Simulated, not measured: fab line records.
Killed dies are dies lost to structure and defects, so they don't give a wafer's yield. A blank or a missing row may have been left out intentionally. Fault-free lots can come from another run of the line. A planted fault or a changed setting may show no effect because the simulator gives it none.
The tool behind it: which one? :: flow n5Finfet :: 24 lots with 72 wafers sampled at 2 steps, on a route of 1938 steps

== WHAT EACH GAUGE READ, for each wafer ==
N5_WELL_APT_OVL_MEAS_26. Usual: PWELL_OVL gives 0 nm (standard deviation 5.4).
lot: L074
measured: day 1 14:59
on: overlay-01
PWELL_OVL (nm): 3 0 -1
flag: 

lot: L075
measured: day 1 21:15
on: overlay-01
PWELL_OVL (nm): -2 -3 -5
flag: 

lot: L076
measured: day 2 03:04
on: overlay-01
PWELL_OVL (nm): 1 -1 -8
flag: 

lot: L077
measured: day 2 09:19
on: overlay-02
PWELL_OVL (nm): 6 -7 1
flag: 

lot: L078
measured: day 2 15:17
on: overlay-02
PWELL_OVL (nm): -4 0 -5
flag: 

lot: L079
measured: day 2 21:12
on: overlay-02
PWELL_OVL (nm): 3 4 1
flag: 

lot: L080
measured: day 3 03:10
on: overlay-02
PWELL_OVL (nm): 5 1 -4
flag: 

lot: L081
measured: day 3 08:43
on: overlay-02
PWELL_OVL (nm): -6 -3 -13
flag: 

lot: L082
measured: day 3 15:08
on: overlay-02
PWELL_OVL (nm): 2 -3 2
flag: 

lot: L083
measured: day 3 21:10
on: overlay-02
PWELL_OVL (nm): 1 -4 -8
flag: 

lot: L084
measured: day 4 03:07
on: overlay-01
PWELL_OVL (nm): -1 -3 0
flag: 

lot: L085
measured: day 4 09:17
on: overlay-02
PWELL_OVL (nm): 6 6 4
flag: 

lot: L086
measured: day 4 22:10
on: overlay-02
PWELL_OVL (nm): 0 1 -4
flag: 

lot: L087
measured: day 4 22:32
on: overlay-02
PWELL_OVL (nm): -2 8 -2
flag: 

lot: L088
measured: day 5 02:49
on: overlay-01
PWELL_OVL (nm): -3 3 4
flag: 

lot: L089
measured: day 5 09:06
on: overlay-02
PWELL_OVL (nm): -10 -10 -7
flag: 

lot: L090
measured: day 5 14:43
on: overlay-01
PWELL_OVL (nm): -4 -12 -6
flag: 

lot: L091
measured: day 5 21:00
on: overlay-01
PWELL_OVL (nm): 3 8 -1
flag: 

lot: L092
measured: day 6 02:53
on: overlay-01
PWELL_OVL (nm): -1 6 2
flag: 

lot: L093
measured: day 6 09:00
on: overlay-01
PWELL_OVL (nm): -3 4 0
flag: 

lot: L094
measured: day 6 14:51
on: overlay-01
PWELL_OVL (nm): 6 -3 6
flag: 

lot: L095
measured: day 6 21:11
on: overlay-01
PWELL_OVL (nm): 7 9 5
flag: 

lot: L096
measured: day 7 02:55
on: overlay-01
PWELL_OVL (nm): -1 -2 -2
flag: 

lot: L097
measured: day 7 09:19
on: overlay-01
PWELL_OVL (nm): 9 12 2
flag: 

N5_PMOS_HMC_CHANNEL_EPI_CD_MEAS_09 targets a cd of 237.4 nm. Usual: cdNm at 237.5 nm, with a standard deviation of 0.94.
lot: L074
measured: day 1 17:04
on: cdSem-03
cdNm (nm): 237.3 236.3 236.8
flag: 

lot: L075
measured: day 1 23:43
on: cdSem-01
cdNm (nm): 236.8 236.9 236.1
flag: 

lot: L076
measured: day 2 05:30
on: cdSem-01
cdNm (nm): 235.6 238.9 236.6
flag: 

lot: L077
measured: day 2 11:36
on: cdSem-01
cdNm (nm): 238.3 237.2 237.8
flag: 

lot: L078
measured: day 2 17:41
on: cdSem-03
cdNm (nm): 236.6 236.1 237.4
flag: 

lot: L079
measured: day 3 00:08
on: cdSem-03
cdNm (nm): 235.7 236.8 236.6
flag: 

lot: L080
measured: day 3 05:29
on: cdSem-02
cdNm (nm): 240.7 238.3 239.0
flag: 

lot: L081
measured: day 3 10:52
on: cdSem-01
cdNm (nm): 237.3 238.8 238.5
flag: 

lot: L082
measured: day 3 17:29
on: cdSem-02
cdNm (nm): 238.1 239.1 238.0
flag: 

lot: L083
measured: day 3 23:26
on: cdSem-03
cdNm (nm): 236.7 237.1 236.7
flag: 

lot: L084
measured: day 4 05:08
on: cdSem-02
cdNm (nm): 237.7 238.4 238.6
flag: 

lot: L085
measured: day 4 11:43
on: cdSem-02
cdNm (nm): 237.1 239.1 238.2
flag: 

lot: L086
measured: day 5 00:23
on: cdSem-01
cdNm (nm): 236.6 237.1 236.2
flag: 

lot: L087
measured: day 5 01:15
on: cdSem-01
cdNm (nm): 237.2 238.3 237.8
flag: 

lot: L088
measured: day 5 05:18
on: cdSem-01
cdNm (nm): 236.5 237.7 237.5
flag: 

lot: L089
measured: day 5 11:54
on: cdSem-02
cdNm (nm): 237.5 237.6 236.7
flag: 

lot: L090
measured: day 5 16:52
on: cdSem-01
cdNm (nm): 237.3 238.4 236.6
flag: 

lot: L091
measured: day 5 23:10
on: cdSem-01
cdNm (nm): 238.0 237.4 237.9
flag: 

lot: L092
measured: day 6 05:30
on: cdSem-02
cdNm (nm): 236.6 236.0 237.9
flag: 

lot: L093
measured: day 6 11:26
on: cdSem-01
cdNm (nm): 237.1 235.8 235.9
flag: 

lot: L094
measured: day 6 16:59
on: cdSem-02
cdNm (nm): 237.6 237.3 238.4
flag: 

lot: L095
measured: day 6 23:19
on: cdSem-01
cdNm (nm): 238.7 237.9 236.9
flag: 

lot: L096
measured: day 7 05:15
on: cdSem-03
cdNm (nm): 237.1 238.8 237.5
flag: 

lot: L097
measured: day 7 11:33
on: cdSem-01
cdNm (nm): 236.5 238.5 237.7
flag: 

== WHAT TOOL EACH LOT RAN ON (gives the tool, then ch and the chambers of the sampled wafers, and finally the start) ==
Before these readings, the record contains no process step.

== WHAT THE TOOLS THEMSELVES READ (means of the sampled wafers that have a number; where no wafer has one, the mark that the record gives instead) ==
The record holds no such reading with a usual standard deviation.

== THE ANSWER, worked out from the rows above alone ==
Rule: a lot is off if the mean of its wafers that have a number lies more than 3 standard deviations from the usual mean. Also off: a lot with no number at a reading for which 4 or more lots have one. Any other lot the step has rows for is counted as sound. Order of review: gauges by route order, followed by the tools' own readings, for which a lot's mean as printed above is used. At the first step where some lot is off, the reading lying furthest off is the one used; lots without a number count as furthest.
Nothing can be told from this: no lot is off at any reading shown.

== WHAT HAD BEEN PUT IN BY THE SIMULATOR ==
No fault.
